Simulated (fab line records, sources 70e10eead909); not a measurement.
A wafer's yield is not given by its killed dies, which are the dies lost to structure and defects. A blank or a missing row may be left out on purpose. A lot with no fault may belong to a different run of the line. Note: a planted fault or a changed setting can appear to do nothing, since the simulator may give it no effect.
fab line records	flow nand-harc	part 1 of 2: steps 1 to 24 of 25
[record] lots = 7	wafers = 21	last-day = 32
route steps=1302 shown A_M0@1164 A_M1@1169 END@1302
lots with no fault: from the same line, run without faults
start-h: hours from the record's first day to the start of the lot's first wafer shown	wait-h: how many hours have passed since the lot's step before this one	" the same as in the row above	L1.1+2: several wafers, shown together as one row	- value missing, or start not given	* or withheld: withheld	< > ~ a bound
route shown NAME@n: names a module that has steps shown in the file, with the first one's number in the route	usual: mean/standard deviation of fault-free wafers	same: alike in all rows	chamber/n: place in a boat	sites: readings site by site	_std_site: standard deviation across them	_edge_site: mean of outer sites minus mean of inner sites	radius-mm: how far each site lies from the wafer's centre	mask NAME#n: copy n	behind: the most recent tool/chamber to have shaped the wafer	hold: why the lot went on hold/how many hours it stayed there/how the hold came to an end	device: the transistor (n, p or np) that didn't switch	end of line: the tests these same wafers got at the end of their route	where a step has no rows: the recipe by itself	killed: dies that structure and defects cost at the first sort, which is not the same as the wafer's yield	map: dies across one wafer; x = killed, . = not, _ = none there
set.NAME: the run value of the setting; set.NAME@STEP: its run value at that earlier step	model.NAME: the simulator's own value behind a step, which no gauge read
lots seen at some steps along the route; tables by step, rows by wafer
services: when a tool's chamber went out of use (start-h, in hours from the record's first day, below 0 if earlier), for how many hours, and the reason
[[steps]]
[step NHARC_A_M0_SRD_25]
[step NHARC_A_M0_INSPECT_27]
[usual] raw-defect-count = 513/130
lot.wafer	tool	chamber	start-h	wait-h	raw-defect-count
L202.2	defect-inspect-01	-	541.02	0.0	499
L202.5	"	-	"	"	480
L202.6	"	-	"	"	423
L205.1	defect-inspect-02	-	568.29	0.0	582
L205.2	"	-	"	"	544
L205.5	"	-	"	"	625
L209.2	defect-inspect-02	-	609.14	0.0	544
L209.5	"	-	"	"	373
L209.6	"	-	"	"	472
L210.4	defect-inspect-02	-	622.24	0.0	487
L210.5	"	-	"	"	512
L210.6	"	-	"	"	632
L211.1	defect-inspect-02	-	629.13	0.0	410
L211.2	"	-	"	"	495
L211.4	"	-	"	"	437
L213.1	defect-inspect-01	-	643.81	0.0	395
L213.2	"	-	"	"	456
L213.6	"	-	"	"	387
L220.3	defect-inspect-02	-	726.25	0.0	467
L220.5	"	-	"	"	648
L220.6	"	-	"	"	492
[step NHARC_A_M0_PRE_CLEAN_31]
[recipe] time-s = 12	temp-c = 370	rf-power-w = 300	gas = NH3
[usual] heater-power-w = 623/64
lot.wafer	tool	chamber	start-h	wait-h	heater-power-w	since-wet-clean-h
L202.2	pecvd-02	2	541.11	0.1	575	118
L202.6	"	1	"	"	610	-
L202.5	"	2	"	"	584	-
L205.2	pecvd-03	0	568.56	0.3	654	8
L205.1	"	1	"	"	745	8
L205.5	"	1	"	"	742	-
L209.2	pecvd-04	0	609.24	0.1	624	146
L209.6	"	1	"	"	585	-
L209.5	"	2	"	"	618	-
L210.6	pecvd-04	1	622.35	0.1	576	-
L210.5	"	2	"	"	677	-
L210.4	"	0	"	"	620	-
L211.2	pecvd-03	0	629.21	0.1	560	69
L211.1	"	1	"	"	731	69
L211.4	"	2	"	"	645	-
L213.2	pecvd-02	1	643.87	0.1	535	39
L213.1	"	0	"	"	616	39
L213.6	"	0	"	"	612	-
L220.3	pecvd-04	2	726.35	0.1	693	82
L220.6	"	1	"	"	636	-
L220.5	"	2	"	"	686	-
[step NHARC_A_M0_DEP_32]
[recipe] target-thk-a = 300	temp-c = 370	target-thk-nm = 30	pressure-torr = 3	flow-sccm = 200	rf-w = 450	material = SiCN
[usual] heater-power-w = 575/61
lot.wafer	tool	chamber	start-h	wait-h	heater-power-w	since-wet-clean-h
L202.2	pecvd-02	2	541.25	0.1	451	118
L202.6	"	1	"	"	578	-
L202.5	"	2	"	"	448	-
L205.2	pecvd-03	0	568.67	0.1	605	9
L205.1	"	1	"	"	651	9
L205.5	"	1	"	"	654	-
L209.2	pecvd-04	0	609.38	0.1	621	146
L209.6	"	1	"	"	521	-
L209.5	"	2	"	"	615	-
L210.6	pecvd-04	1	622.52	0.2	537	-
L210.5	"	2	"	"	568	-
L210.4	"	0	"	"	612	-
L211.2	pecvd-03	0	629.32	0.1	589	69
L211.1	"	1	"	"	664	69
L211.4	"	2	"	"	609	-
L213.2	pecvd-02	1	643.95	0.1	493	39
L213.1	"	0	"	"	512	39
L213.6	"	0	"	"	523	-
L220.3	pecvd-04	2	726.48	0.1	626	83
L220.6	"	1	"	"	515	-
L220.5	"	2	"	"	630	-
[step NHARC_A_M1_DEP_00]
[recipe] target-thk-a = 1825	target-thk-nm = 182.5	temp-c = withheld	pressure-torr = 5	flow-sccm = 200	rf-w = 600	material = SiOC
[step NHARC_A_M1_DEHYDRATE_01]
[recipe] temp-c = 150	time-s = 120
[step NHARC_A_M1_HMDS_02]
[recipe] time-s = 30
[step NHARC_A_M1_COAT_34]
[recipe] temp-c = 200	time-s = 65
[step NHARC_A_M1_COAT_03]
[recipe] spin-rpm = 1500	resist-thk-nm = 90
[step NHARC_A_M1_SOFTBAKE_04]
[recipe] temp-c = 105	time-s = 55
[step NHARC_A_M1_EBR_05]
[step NHARC_A_M1_EXPOSE_06]
[recipe] na = 1.35	target-cd-nm = 120	dose-mj = 75.13	mask-id = A_M1
[usual] exposure-dose-mJ-cm2 = 75.12/0.074
lot.wafer	tool	chamber	start-h	wait-h	mask	exposure-dose-mJ-cm2
L202.2	arfi-scanner-02	0	542.28	-	A_M1#0	75.13
L202.5	"	0	"	"	A_M1#0	75.09
L202.6	"	0	"	"	A_M1#0	75.06
L205.1	arfi-scanner-02	0	569.74	-	A_M1#0	75.17
L205.2	"	0	"	"	A_M1#0	75.14
L205.5	"	0	"	"	A_M1#0	75.12
L209.2	arfi-scanner-01	0	610.44	-	A_M1#0	75.08
L209.5	"	0	"	"	A_M1#0	75.03
L209.6	"	0	"	"	A_M1#0	75.02
L210.4	arfi-scanner-02	0	623.52	-	A_M1#0	86.16
L210.5	"	0	"	"	A_M1#0	86.13
L210.6	"	0	"	"	A_M1#0	86.18
L211.1	arfi-scanner-02	0	630.38	-	A_M1#0	83.89
L211.2	"	0	"	"	A_M1#0	83.76
L211.4	"	0	"	"	A_M1#0	83.83
L213.1	arfi-scanner-02	0	644.93	-	A_M1#0	82.19
L213.2	"	0	"	"	A_M1#0	82.20
L213.6	"	0	"	"	A_M1#0	82.21
L220.3	arfi-scanner-03	0	727.52	-	A_M1#0	75.04
L220.5	"	0	"	"	A_M1#0	75.17
L220.6	"	0	"	"	A_M1#0	75.04
[step NHARC_A_M1_PEB_07]
[recipe] peb-temp-c = 100	peb-time-s = 65
[step NHARC_A_M1_DEVELOP_08]
[recipe] develop-time-s = 35	dev-temp-c = 23
[step NHARC_A_M1_CD_MEAS_09]
[recipe] target-cd-nm = 120	landing-energy-ev = 500
[usual] cd-nm = 120.3/0.74
lot.wafer	tool	chamber	start-h	wait-h	cd-nm
L202.2	cd-sem-03	0	542.42	-	120.8
L202.5	"	0	"	"	120.2
L202.6	"	0	"	"	120.5
L205.1	cd-sem-03	0	569.88	-	120.8
L205.2	"	0	"	"	120.4
L205.5	"	0	"	"	121.6
L209.2	cd-sem-03	0	610.57	-	120.1
L209.5	"	0	"	"	120.5
L209.6	"	0	"	"	120.1
L210.4	cd-sem-03	0	623.65	-	128.8
L210.5	"	0	"	"	128.4
L210.6	"	0	"	"	127.9
L211.1	cd-sem-02	0	630.52	-	125.0
L211.2	"	0	"	"	126.2
L211.4	"	0	"	"	126.7
L213.1	cd-sem-01	0	645.07	-	126.0
L213.2	"	0	"	"	125.9
L213.6	"	0	"	"	126.9
L220.3	cd-sem-02	0	727.66	-	119.9
L220.5	"	0	"	"	120.7
L220.6	"	0	"	"	120.3
[step NHARC_A_M1_OVL_MEAS_10]
[recipe] pitch-nm = 240
[usual] overlay-x-nm = 0.3/0.91	overlay-y-nm = 0.0/0.89
lot.wafer	tool	chamber	start-h	wait-h	overlay-x-nm	overlay-y-nm
L202.2	overlay-01	-	542.50	-	-0.1	-0.2
L202.5	"	-	"	"	0.0	-0.7
L202.6	"	-	"	"	0.1	-0.2
L205.1	overlay-02	-	569.97	-	1.0	1.3
L205.2	"	-	"	"	0.5	1.3
L205.5	"	-	"	"	0.8	1.5
L209.2	overlay-01	-	610.66	-	-0.7	1.7
L209.5	"	-	"	"	-0.6	1.9
L209.6	"	-	"	"	-0.4	1.7
L210.4	overlay-02	-	623.73	-	1.5	-0.5
L210.5	"	-	"	"	1.0	-0.6
L210.6	"	-	"	"	1.2	-0.6
L211.1	overlay-01	-	630.61	-	-0.5	0.6
L211.2	"	-	"	"	-0.9	0.0
L211.4	"	-	"	"	-0.5	0.1
L213.1	overlay-01	-	645.16	-	0.5	-1.3
L213.2	"	-	"	"	0.7	-1.2
L213.6	"	-	"	"	0.8	-1.7
L220.3	overlay-01	-	727.74	-	-0.3	0.5
L220.5	"	-	"	"	-0.3	0.4
L220.6	"	-	"	"	-0.6	0.4
[step NHARC_A_M1_INSPECT_11]
[usual] raw-defect-count = 85/37
lot.wafer	tool	chamber	start-h	wait-h	raw-defect-count
L202.2	defect-inspect-01	-	542.54	0.0	19
L202.5	"	-	"	"	13
L202.6	"	-	"	"	21
L205.1	defect-inspect-02	-	570.01	0.0	170
L205.2	"	-	"	"	147
L205.5	"	-	"	"	160
L209.2	defect-inspect-01	-	610.70	0.0	83
L209.5	"	-	"	"	88
L209.6	"	-	"	"	78
L210.4	defect-inspect-01	-	623.77	0.0	75
L210.5	"	-	"	"	70
L210.6	"	-	"	"	84
L211.1	defect-inspect-02	-	630.64	0.0	104
L211.2	"	-	"	"	101
L211.4	"	-	"	"	90
L213.1	defect-inspect-01	-	645.20	0.0	31
L213.2	"	-	"	"	19
L213.6	"	-	"	"	26
L220.3	defect-inspect-01	-	727.78	0.0	108
L220.5	"	-	"	"	107
L220.6	"	-	"	"	115
[step NHARC_A_M1_DESCUM_14]
[recipe] time-s = 3	o2-flow-sccm = 200	ar-flow-sccm = 0	bias-power-w = 0	chemistry = O2
[usual] drypump-motor-current-A = 5.6/0.39	oes-product-au = 0.998/0.013	rf-vpp-V = 57.9/0.9	showerhead-plenum-p-Torr = 1.94/0.087	throttle-valve-pct = 11.311/0.0086
lot.wafer	tool	chamber	start-h	wait-h	drypump-motor-current-A	oes-product-au	rf-hours-counter-h	rf-vpp-V	showerhead-plenum-p-Torr	throttle-valve-pct	model.A_M1.cd-nm
L202.2	rie-diel-10	0	542.60	0.1	5.1	1.010	3.0	57.7	2.00	11.314	120.2
L202.6	"	0	"	"	5.1	1.000	-	58.5	2.00	11.307	120.1
L202.5	"	1	"	"	5.8	1.013	-	60.4	2.03	11.310	120.3
L205.2	rie-diel-04	2	570.08	0.1	6.2	1.000	1.8	58.0	1.97	11.313	120.6
L205.1	"	0	"	"	5.9	1.008	1.7	56.9	1.79	11.310	121.5
L205.5	"	2	"	"	6.2	1.006	-	57.7	1.97	11.292	121.3
L209.2	rie-diel-01	0	610.78	0.1	5.8	1.007	2.5	59.1	2.04	11.313	120
L209.5	"	1	"	"	5.6	1.012	-	57.3	1.91	11.296	120.9
L209.6	"	2	"	"	5.7	0.999	-	56.5	1.89	11.304	120.1
L210.4	rie-diel-10	3	623.83	0.1	5.4	0.983	0.7	57.7	2.05	11.320	128.6
L210.6	"	3	"	"	5.3	0.977	-	57.4	2.05	11.303	128.2
L210.5	"	0	"	"	5.1	1.019	-	57.7	2.00	11.321	127.8
L211.2	rie-diel-01	0	630.70	0.1	5.8	1.003	3.4	58.9	2.04	11.313	125.7
L211.1	"	1	"	"	5.6	0.989	3.3	58.2	1.91	11.308	125.2
L211.4	"	3	"	"	5.2	0.993	2.3	57.2	1.78	11.318	126.6
L213.1	rie-diel-01	1	645.27	0.1	5.6	0.992	4.0	59.4	1.91	11.294	126.6
L213.2	"	2	"	"	5.7	0.983	4.0	58.9	1.89	11.309	126
L213.6	"	2	"	"	5.7	0.986	-	58.0	1.89	11.316	126.7
L220.3	rie-diel-04	2	727.85	0.1	6.2	0.998	0.4	57.5	1.97	11.300	120
L220.6	"	0	"	"	5.9	1.005	-	57.7	1.78	11.324	119.9
L220.5	"	1	"	"	5.2	1.009	-	57.2	2.02	11.295	120.1
[step NHARC_A_M1_ETCH_35]
[recipe] target-depth-a = 400	overetch-a = 120	time-s = 43.94	ion-energy-ev = 200	n2-flow-sccm = 150	h2-flow-sccm = 150	ar-flow-sccm = 0	rf-w = 400	bias-w = 150	chemistry = N2/H2
[usual] drypump-motor-current-A = 5.6/0.39	oes-product-au = 0.997/0.012	rf-vpp-V = 431.2/2.9	showerhead-plenum-p-Torr = 2.07/0.1	throttle-valve-pct = 14.171/0.0095
lot.wafer	tool	chamber	start-h	wait-h	drypump-motor-current-A	oes-product-au	rf-hours-counter-h	rf-vpp-V	showerhead-plenum-p-Torr	throttle-valve-pct
L202.2	rie-diel-10	0	542.68	0.1	5.1	1.003	3.0	432.2	2.13	14.167
L202.6	"	0	"	"	5.1	1.014	-	431.4	2.13	14.171
L202.5	"	1	"	"	5.8	1.006	-	434.7	2.17	14.173
L205.1	rie-diel-04	0	570.16	0.1	5.9	1.007	1.7	427.0	1.90	14.172
L205.2	"	1	"	"	5.2	0.995	0.3	433.7	2.16	14.163
L205.5	"	0	"	"	5.9	1.002	-	426.0	1.90	14.192
L209.2	rie-diel-01	0	610.85	0.1	5.7	0.998	2.5	434.3	2.18	14.179
L209.5	"	2	"	"	5.7	0.983	-	431.1	2.01	14.177
L209.6	"	3	"	"	5.2	0.980	-	426.0	1.89	14.182
L210.4	rie-diel-10	0	623.92	0.1	5.1	1.024	0.8	432.8	2.13	14.175
L210.5	"	3	"	"	5.3	0.992	-	434.4	2.19	14.176
L210.6	"	0	"	"	5.1	1.031	-	431.9	2.13	14.171
L211.4	rie-diel-01	3	630.79	0.1	5.2	0.988	2.3	425.4	1.89	14.187
L211.1	"	0	"	"	5.8	1.005	3.5	432.9	2.18	14.173
L211.2	"	1	"	"	5.6	0.983	3.3	429.7	2.04	14.181
L213.1	rie-diel-01	2	645.37	0.1	5.7	0.991	4.0	429.9	2.01	14.182
L213.2	"	3	"	"	5.2	0.981	3.0	424.9	1.89	14.170
L213.6	"	2	"	"	5.7	0.996	-	428.9	2.01	14.176
L220.3	rie-diel-04	3	727.94	0.1	4.9	0.999	0.5	429.6	2.05	14.164
L220.6	"	0	"	"	5.9	1.011	-	427.2	1.90	14.177
L220.5	"	1	"	"	5.2	1.016	-	431.9	2.16	14.170
[step NHARC_A_M1_ETCH_15]
[recipe] target-depth-a = 1825	time-s = 91.2	c4f8-flow-sccm = withheld	ar-flow-sccm = 400	rf-w = 600	bias-w = 300	chemistry = C4F8/Ar
[usual] oes-product-au = 0.957/0.018	rf-vpp-V = 441.6/2.9
lot.wafer	tool	chamber	start-h	wait-h	oes-product-au	rf-hours-counter-h	rf-vpp-V
L202.2	rie-diel-10	2	-	-	0.974	3.0	440.9
L202.5	"	0	"	"	0.963	-	443.4
L202.6	"	1	"	"	0.949	-	444.7
L205.2	rie-diel-04	0	-	-	0.951	1.7	436.5
L205.1	"	1	"	"	0.940	0.3	444.5
L205.5	"	1	"	"	0.930	-	442.9
L209.2	rie-diel-01	0	-	-	0.991	2.5	445.3
L209.6	"	3	"	"	0.966	-	435.9
L209.5	"	0	"	"	0.975	-	445.1
L210.4	rie-diel-10	2	-	-	0.968	0.9	440.8
L210.6	"	3	"	"	0.946	-	445.0
L210.5	"	0	"	"	0.988	-	442.9
L211.4	rie-diel-01	2	-	-	0.964	3.3	439.6
L211.2	"	3	"	"	0.958	2.3	437.4
L211.1	"	0	"	"	0.960	3.5	444.7
L213.1	rie-diel-01	1	-	-	0.944	4.0	439.5
L213.2	"	3	"	"	0.949	3.0	437.4
L213.6	"	2	"	"	0.945	-	440.9
L220.3	rie-diel-04	0	-	-	0.965	0.8	436.7
L220.5	"	0	"	"	0.955	-	436.5
L220.6	"	1	"	"	0.967	-	443.7
[step NHARC_A_M1_CD_MEAS_16]
[usual] cd-nm = 120.2/0.94
lot.wafer	tool	chamber	start-h	wait-h	cd-nm
L202.2	cd-sem-02	-	542.91	-	119.9
L202.5	"	-	"	"	119.6
L202.6	"	-	"	"	120.0
L205.1	cd-sem-01	-	570.37	-	120.7
L205.2	"	-	"	"	120.3
L205.5	"	-	"	"	121.0
L209.2	cd-sem-03	-	611.06	-	120.2
L209.5	"	-	"	"	121.2
L209.6	"	-	"	"	119.9
L210.4	cd-sem-03	-	624.15	-	127.6
L210.5	"	-	"	"	127.7
L210.6	"	-	"	"	127.7
L211.1	cd-sem-01	-	631.01	-	124.9
L211.2	"	-	"	"	126.1
L211.4	"	-	"	"	126.0
L213.1	cd-sem-02	-	645.61	-	126.5
L213.2	"	-	"	"	125.8
L213.6	"	-	"	"	126.9
L220.3	cd-sem-02	-	728.15	-	119.9
L220.5	"	-	"	"	119.9
L220.6	"	-	"	"	119.5
[step NHARC_A_M1_STRIP_18]
[recipe] power-w = 1000	n2-flow-sccm = 150	h2-flow-sccm = 150	ar-flow-sccm = 0	bias-w = 0	chemistry = N2/H2
[usual] drypump-motor-current-A = 5.6/0.4	oes-product-au = 0.997/0.012	rf-vpp-V = 90.9/1.1	showerhead-plenum-p-Torr = 2.08/0.095	throttle-valve-pct = 14.171/0.0079
lot.wafer	tool	chamber	start-h	wait-h	drypump-motor-current-A	oes-product-au	rf-hours-counter-h	rf-vpp-V	showerhead-plenum-p-Torr	throttle-valve-pct
L202.2	rie-diel-04	3	543.02	0.1	4.9	0.989	0.0	91.8	2.05	14.179
L202.6	"	3	"	"	4.9	0.982	-	89.7	2.05	14.166
L202.5	"	0	"	"	5.9	1.021	-	89.9	1.90	14.173
L205.1	rie-diel-01	1	570.45	0.1	5.6	0.997	0.3	90.5	2.04	14.159
L205.2	"	0	"	"	5.8	1.009	0.3	91.4	2.18	14.180
L205.5	"	2	"	"	5.7	0.991	-	92.4	2.02	14.172
L209.2	rie-diel-01	2	611.21	0.1	5.7	0.991	2.4	89.9	2.01	14.174
L209.6	"	3	"	"	5.1	0.978	-	89.8	1.89	14.185
L209.5	"	0	"	"	5.7	0.991	-	91.7	2.18	14.173
L210.4	rie-diel-10	1	624.24	0.1	5.8	0.985	1.1	91.5	2.17	14.157
L210.5	"	0	"	"	5.1	1.025	-	90.9	2.13	14.171
L210.6	"	1	"	"	5.8	0.992	-	90.9	2.17	14.161
L211.1	rie-diel-10	0	631.08	0.1	5.1	1.012	1.2	91.5	2.13	14.171
L211.4	"	1	"	"	5.8	1.001	1.3	92.7	2.17	14.175
L211.2	"	2	"	"	6.1	1.001	1.1	92.5	2.07	14.154
L213.2	rie-diel-01	1	645.72	0.1	5.6	0.988	4.1	89.6	2.04	14.180
L213.1	"	2	"	"	5.7	0.994	4.0	89.5	2.01	14.180
L213.6	"	1	"	"	5.6	0.980	-	89.3	2.04	14.169
L220.3	rie-diel-01	2	728.29	0.1	5.7	0.988	9.2	90.7	2.01	14.181
L220.6	"	3	"	"	5.1	0.997	-	90.0	1.89	14.159
L220.5	"	0	"	"	5.8	0.995	-	92.3	2.18	14.163
[step NHARC_A_M1_ETCH_28]
[recipe] target-depth-a = 300	over-etch-frac = 0.3	time-s = 72.99	ion-energy-ev = 150	cf4-flow-sccm = 50	n2-flow-sccm = 100	ar-flow-sccm = 150	rf-w = 300	bias-w = 100	chemistry = CF4/N2
[usual] drypump-motor-current-A = 5.6/0.39	oes-product-au = 0.997/0.012	rf-vpp-V = 314.8/2	showerhead-plenum-p-Torr = 2.66/0.12	throttle-valve-pct = 19.795/0.0097
[same] over-etch-frac = 0.3
lot.wafer	tool	chamber	start-h	wait-h	drypump-motor-current-A	oes-product-au	rf-hours-counter-h	rf-vpp-V	showerhead-plenum-p-Torr	throttle-valve-pct	model.A_M1.cd-nm
L202.2	rie-diel-04	0	-	-	5.9	1.005	0.1	310.5	2.46	19.801	119.8
L202.6	"	2	"	"	6.2	0.987	-	317.3	2.70	19.790	119.6
L202.5	"	3	"	"	4.9	0.964	-	313.8	2.64	19.782	120.9
L205.1	rie-diel-01	1	-	-	5.6	0.991	0.3	315.3	2.63	19.803	120.2
L205.2	"	2	"	"	5.7	1.001	0.2	312.5	2.60	19.779	120.5
L205.5	"	1	"	"	5.6	0.987	-	314.4	2.63	19.789	121.2
L209.2	rie-diel-01	2	-	-	5.7	0.995	2.4	313.2	2.60	19.794	120.1
L209.6	"	2	"	"	5.7	0.987	-	313.9	2.60	19.798	119.6
L209.5	"	3	"	"	5.2	0.995	-	310.6	2.45	19.800	121.8
L210.4	rie-diel-10	3	-	-	5.4	0.987	0.9	316.6	2.81	19.804	128.5
L210.6	"	3	"	"	5.4	0.990	-	316.2	2.81	19.816	128.2
L210.5	"	0	"	"	5.2	1.020	-	316.5	2.73	19.805	127.3
L211.1	rie-diel-10	3	-	-	5.3	0.987	1.0	317.7	2.81	19.790	125.2
L211.2	"	0	"	"	5.1	1.023	1.2	316.3	2.73	19.807	126.4
L211.4	"	1	"	"	5.8	0.996	1.4	317.7	2.78	19.796	126.6
L213.2	rie-diel-01	2	-	-	5.7	0.996	4.1	314.5	2.60	19.800	124.9
L213.1	"	3	"	"	5.1	0.987	3.1	309.5	2.45	19.795	126.5
L213.6	"	3	"	"	5.2	0.997	-	313.7	2.45	19.808	126.5
L220.3	rie-diel-01	1	-	-	5.6	0.980	8.8	313.1	2.62	19.786	120.1
L220.5	"	3	"	"	5.2	0.988	-	312.8	2.45	19.813	120.3
L220.6	"	0	"	"	5.8	0.995	-	316.3	2.79	19.800	119
[step NHARC_A_M1_STRIP_19]
[recipe] time-s = 600	temp-c = 30	chemistry = post-etch-residue-remover
[[key]]
[first-sign] step = NHARC_A_M1_EXPOSE_06	reading = exposure-dose-mJ-cm2	direction = up	sigmas = 99+	usual = 75.12	struck = 84.06
[effect] step = NHARC_A_M1_CD_MEAS_09	reading = cd-nm	direction = up	sigmas = 8.9	usual = 120.3	struck = 126.9	through = control-loop
[effect] step = NHARC_A_M1_CD_MEAS_16	reading = cd-nm	direction = up	sigmas = 6.8	usual = 120.2	struck = 126.6	through = control-loop
[model-effect] step = NHARC_A_M1_DESCUM_14	value = A_M1.cd-nm	without = 120.1	struck = 126.8
[model-effect] step = NHARC_A_M1_ETCH_28	value = A_M1.cd-nm	without = 120	struck = 126.7
met-at NHARC_A_M1_EXPOSE_06
struck-wafers L210.4,L210.5,L210.6,L211.1,L211.2,L211.4,L213.1,L213.2,L213.6
[loop-trim] step = NHARC_A_M1_EXPOSE_06	setting = dose	lots = L211,L213
onset-between 569.74 623.52
[fault] kind = process-parameter-drift	tool = arfi-scanner-02	chamber = -	onset-h = 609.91	steps = NHARC_A_M1_EXPOSE_06	channel = dose-mj	offset = 10.986	shape = step	acts-in = these-recipes-only	stated = 75.13
// loop-trim: a control loop set the setting to another value than it would have without faults
